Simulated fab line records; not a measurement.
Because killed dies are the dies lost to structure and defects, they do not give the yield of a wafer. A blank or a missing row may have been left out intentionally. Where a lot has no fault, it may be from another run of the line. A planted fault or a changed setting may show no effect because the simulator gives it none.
Chamber matching :: flow nandHarc :: NHARC_P_GATE_ALD_36 on aldSin-03: 4 sister chambers
The step deposits SiNx, target thk 20 nm, pulse time 60 s, ald cycles 223. 16 wafers are shown with their chamber, then 8 later ones without.

WAFERS WITH THEIR CHAMBER
wafer: L076.2
chamber: 1
heaterPowerW (W): 776
heaterPowerOuterW (W): 446
precursorPulseHeightRel: 1.008

wafer: L076.3
chamber: 2
heaterPowerW (W): 793
heaterPowerOuterW (W): 512
precursorPulseHeightRel: 0.978

wafer: L076.6
chamber: 1
heaterPowerW (W): 771
heaterPowerOuterW (W): 461
precursorPulseHeightRel: 0.984

wafer: L079.3
chamber: 3
heaterPowerW (W): 956
heaterPowerOuterW (W): 555
precursorPulseHeightRel: 1.018

wafer: L079.1
chamber: 0
heaterPowerW (W): 904
heaterPowerOuterW (W): 587
precursorPulseHeightRel: 1.012

wafer: L079.6
chamber: 3
heaterPowerW (W): 910
heaterPowerOuterW (W): 565
precursorPulseHeightRel: 0.999

wafer: L084.1
chamber: 3
heaterPowerW (W): 935
heaterPowerOuterW (W): 556
precursorPulseHeightRel: 1.016

wafer: L084.4
chamber: 0
heaterPowerW (W): 904
heaterPowerOuterW (W): 566
precursorPulseHeightRel: 0.955

wafer: L084.3
chamber: 2
heaterPowerW (W): 791
heaterPowerOuterW (W): 505
precursorPulseHeightRel: 0.985

wafer: L086.4
chamber: 3
heaterPowerW (W): 918
heaterPowerOuterW (W): 563
precursorPulseHeightRel: 0.969

wafer: L086.1
chamber: 1
heaterPowerW (W): 782
heaterPowerOuterW (W): 458
precursorPulseHeightRel: 1.002

wafer: L086.6
chamber: 2
heaterPowerW (W): 802
heaterPowerOuterW (W): 484
precursorPulseHeightRel: 0.994

wafer: L089.4
chamber: 1
heaterPowerW (W): 774
heaterPowerOuterW (W): 448
precursorPulseHeightRel: 0.996

wafer: L089.5
chamber: 1
heaterPowerW (W): 776
heaterPowerOuterW (W): 464
precursorPulseHeightRel: 1.030

wafer: L089.6
chamber: 2
heaterPowerW (W): 826
heaterPowerOuterW (W): 492
precursorPulseHeightRel: 0.998

wafer: L092.1
chamber: 1
heaterPowerW (W): 780
heaterPowerOuterW (W): 462
precursorPulseHeightRel: 1.012

SIGNATURES, as means of the wafers listed above
reading: heaterPowerW
chamber 0: 904.00
chamber 1: 776.50
chamber 2: 803.00
chamber 3: 929.75
scatter within a chamber: 13.2

reading: heaterPowerOuterW
chamber 0: 576.50
chamber 1: 456.50
chamber 2: 498.25
chamber 3: 559.75
scatter within a chamber: 9.41

reading: precursorPulseHeightRel
chamber 0: 0.98350
chamber 1: 1.00533
chamber 2: 0.98875
chamber 3: 1.00050
scatter within a chamber: 0.0196
Rule: distance of a wafer from a chamber = root of the sum over the readings of ((wafer's reading minus chamber's mean) / reading's scatter) squared. If the next closest chamber is less than 2 further off than the closest, the wafer can't be placed; otherwise it belongs to the closest. The scatter: take each reading less its chamber's mean, square it, sum over the shown wafers, divide by the number of wafers less the number of chambers, and take the root.

WAFERS MISSING THEIR CHAMBER
wafer: L092.3
heaterPowerW (W): 908
heaterPowerOuterW (W): 585
precursorPulseHeightRel: 0.984

wafer: L092.5
heaterPowerW (W): 931
heaterPowerOuterW (W): 563
precursorPulseHeightRel: 1.004

wafer: L096.1
heaterPowerW (W): 809
heaterPowerOuterW (W): 515
precursorPulseHeightRel: 1.000

wafer: L096.3
heaterPowerW (W): 921
heaterPowerOuterW (W): 564
precursorPulseHeightRel: 1.016

wafer: L096.4
heaterPowerW (W): 883
heaterPowerOuterW (W): 584
precursorPulseHeightRel: 0.977

wafer: L096.2
heaterPowerW (W): 784
heaterPowerOuterW (W): 466
precursorPulseHeightRel: 0.982

wafer: L096.6
heaterPowerW (W): 804
heaterPowerOuterW (W): 493
precursorPulseHeightRel: 0.982

wafer: L096.5
heaterPowerW (W): 949
heaterPowerOuterW (W): 569
precursorPulseHeightRel: 1.008

THE CHAMBER EACH PASSED THROUGH
wafer: L092.3
from the rows above: 0
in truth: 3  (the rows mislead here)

wafer: L092.5
from the rows above: 3
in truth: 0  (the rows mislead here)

wafer: L096.1
from the rows above: 2
in truth: 2

wafer: L096.3
from the rows above: can't be placed: 3 or 0
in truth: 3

wafer: L096.4
from the rows above: 0
in truth: 0

wafer: L096.2
from the rows above: 1
in truth: 1

wafer: L096.6
from the rows above: 2
in truth: 2

wafer: L096.5
from the rows above: can't be placed: 3 or 0
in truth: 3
4 of 8 placed correctly. From these rows, 2 cannot be placed; in 2 the true chamber is one of the candidates. 2 placed wrongly.
